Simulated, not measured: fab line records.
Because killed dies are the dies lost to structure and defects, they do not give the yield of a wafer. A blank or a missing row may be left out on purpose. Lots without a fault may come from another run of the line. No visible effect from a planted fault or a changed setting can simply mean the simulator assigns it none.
Lot-split experiment + flow n5 finfet + on a route of 1938 steps: 7 lots, 39 wafers read

== ON THE SPLIT ==
At N5_BEOL_M3_TRENCH_ETCH_37 (etches SiOC in C4F6/O2, target depth 55.555 nm, time 29.2 s), the setting target depth a was moved away from the recipe's 555.55 angstrom on 12 of the 39 wafers read, by -39.0% to +31.2%. All remaining wafers had this setting at the recipe value.

== FROM THE SPLIT TO THE READING: what the file shows between them, 2 steps ==
- N5_BEOL_M3_ETCH_41: etches SiCN in CH3F/O2, target depth 29.9 nm, time 52.5 s
- N5_BEOL_M3_STRIP_97: strips in N2/H2, time 10 s

== THE READING ==
trench depth nm, in nm, at N5_BEOL_M3_OCD_MEAS_38. Typical for fault-free wafers on this fab line: 55.2 nm, with standard deviation 1 nm.

| wafer  | tool, chamber at the split | target depth a as run, angstrom | against the recipe | trench depth nm, nm | against lot-mates on the recipe |
|--------|----------------------------|---------------------------------|--------------------|---------------------|---------------------------------|
| L074.1 | rie diel-01, 3             | 726.3                           | +30.7%             | 72.4                | +16.4                           |
| L074.2 | rie diel-01, 0             | 726.3                           | +30.7%             | 73.6                | +17.6                           |
| L074.3 | rie diel-01, 2             | 726.3                           | +30.7%             | 71.1                | +15.1                           |
| L074.4 | rie diel-01, 1             | 555.55                          | recipe             | 56.9                | -                               |
| L074.5 | rie diel-01, 1             | 555.55                          | recipe             | 55.8                | -                               |
| L074.6 | rie diel-01, 2             | 555.55                          | recipe             | 55.4                | -                               |
| L077.1 | rie diel-01, 2             | 684.9                           | +23.3%             | 67.0                | +12.3                           |
| L077.2 | rie diel-01, 0             | 684.9                           | +23.3%             | 69.4                | +14.7                           |
| L077.3 | rie diel-01, 1             | 555.55                          | recipe             | 54.8                | -                               |
| L077.4 | rie diel-01, 3             | 555.55                          | recipe             | 54.7                | -                               |
| L077.5 | rie diel-01, 3             | 684.9                           | +23.3%             | 67.6                | +12.9                           |
| L077.6 | rie diel-01, 2             | 555.55                          | recipe             | 54.6                | -                               |
| L080.1 | rie diel-04, 2             | 555.55                          | recipe             | 56.9                | -                               |
| L080.2 | rie diel-04, 0             | 555.55                          | recipe             | 53.9                | -                               |
| L080.3 | rie diel-04, 1             | 555.55                          | recipe             | 55.3                | -                               |
| L080.4 | rie diel-04, 0             | 555.55                          | recipe             | 54.8                | -                               |
| L080.5 | rie diel-04, 1             | 555.55                          | recipe             | 55.7                | -                               |
| L080.6 | rie diel-04, 2             | 555.55                          | recipe             | 57.0                | -                               |
| L088.1 | rie diel-01, 3             | 555.55                          | recipe             | 54.1                | -                               |
| L088.2 | rie diel-01, 0             | 555.55                          | recipe             | 56.6                | -                               |
| L088.3 | rie diel-01, 1             | 555.55                          | recipe             | 54.6                | -                               |
| L088.4 | rie diel-01, 3             | 555.55                          | recipe             | 54.0                | -                               |
| L088.5 | rie diel-01, 0             | 555.55                          | recipe             | 55.7                | -                               |
| L088.6 | rie diel-01, 1             | 555.55                          | recipe             | 54.7                | -                               |
| L089.1 | rie diel-01, 1             | 555.55                          | recipe             | 55.4                | -                               |
| L089.2 | rie diel-01, 3             | 555.55                          | recipe             | 54.9                | -                               |
| L089.4 | rie diel-01, 3             | 555.55                          | recipe             | 54.3                | -                               |
| L092.1 | rie diel-05, 3             | 339                             | -39.0%             | 32.6                | -21.5                           |
| L092.2 | rie diel-05, 1             | 339                             | -39.0%             | 33.0                | -21.1                           |
| L092.3 | rie diel-05, 2             | 555.55                          | recipe             | 54.5                | -                               |
| L092.4 | rie diel-05, 0             | 555.55                          | recipe             | 54.6                | -                               |
| L092.5 | rie diel-05, 3             | 555.55                          | recipe             | 53.1                | -                               |
| L092.6 | rie diel-05, 0             | 339                             | -39.0%             | 34.2                | -19.9                           |
| L095.1 | rie diel-04, 3             | 728.7                           | +31.2%             | 71.8                | +16.4                           |
| L095.2 | rie diel-04, 0             | 555.55                          | recipe             | 56.2                | -                               |
| L095.3 | rie diel-04, 2             | 728.7                           | +31.2%             | 73.9                | +18.5                           |
| L095.4 | rie diel-04, 3             | 555.55                          | recipe             | 53.9                | -                               |
| L095.5 | rie diel-04, 2             | 728.7                           | +31.2%             | 74.2                | +18.8                           |
| L095.6 | rie diel-04, 0             | 555.55                          | recipe             | 56.2                | -                               |

THE FIT
A straight line over all 39 wafers: trench depth nm changes by +0.565 nm for each +1% of target depth a; r = +0.99; the points scatter about the line by 1 nm.
The same after taking each lot's own level away (the mean of its wafers on the recipe; 39 wafers): +0.547 nm for each +1%; r = +1.00; scatter 0.96 nm.
That fit puts the effect of the largest move of target depth a on the reading at 21 nm.
The lots' own levels span 54.07 to 56.03 nm, that is 2.0 times the standard deviation above.
The two slopes agree, so the slope changes little with the lot-to-lot level.
Check: with one of the wafers moved furthest among these (-39.0%) left out of the fit, the line predicts -21.1 nm for it against its lot-mates. It came out at -21.5 nm against them.

== THESE WAFERS: OTHER SPLITS ==
These wafers also went through other splits before the reading. Each is held against what the fit with the lots' levels taken away leaves over:
| other split on the same wafers            | wafers away from the commonest value | r with trench depth nm (lot level and that fit taken away) |
|-------------------------------------------|--------------------------------------|------------------------------------------------------------|
| N5_DUMMY_GATE_HM_DEP_06 time s            | 30                                   | +0.06                                                      |
| N5_SD_EPI_P_EPI_21 epi growth time s      | 18                                   | +0.03                                                      |
| N5_BEOL_M0_SAQP_SPACER1_ALD_98 ald cycles | 18                                   | +0.00                                                      |

== THE WHOLE CHAIN: every reading that the file lists as answering this split, in the file's order ==
| step                      | what it does                                                | reading                                                                          | change (the file's fit)                | r (the file's) |
|---------------------------|-------------------------------------------------------------|----------------------------------------------------------------------------------|----------------------------------------|----------------|
| N5_BEOL_M3_TRENCH_ETCH_37 | etches SiOC in C4F6/O2, target depth 55.555 nm, time 29.2 s | etch.depth nm (the simulator's own value, which no gauge read)                   | +0.551 nm for each +1% of the setting  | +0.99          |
| N5_BEOL_M3_TRENCH_ETCH_37 | etches SiOC in C4F6/O2, target depth 55.555 nm, time 29.2 s | BEOL_M3.feature depth nm (the simulator's own value, which no gauge read)        | +0.55 nm for each +1% of the setting   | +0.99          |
| N5_BEOL_M3_TRENCH_ETCH_37 | etches SiOC in C4F6/O2, target depth 55.555 nm, time 29.2 s | TiN_of_BEOL_M3_HM_DEP_02.thk nm (the simulator's own value, which no gauge read) | -0.0248 nm for each +1% of the setting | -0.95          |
| N5_BEOL_M3_OCD_MEAS_38    |                                                             | trench depth nm                                                                  | +0.548 nm for each +1% of the setting  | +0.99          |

== FILE'S OWN FIT ==
trench depth nm changes by +0.548 nm for each +1% of target depth a, r = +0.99.
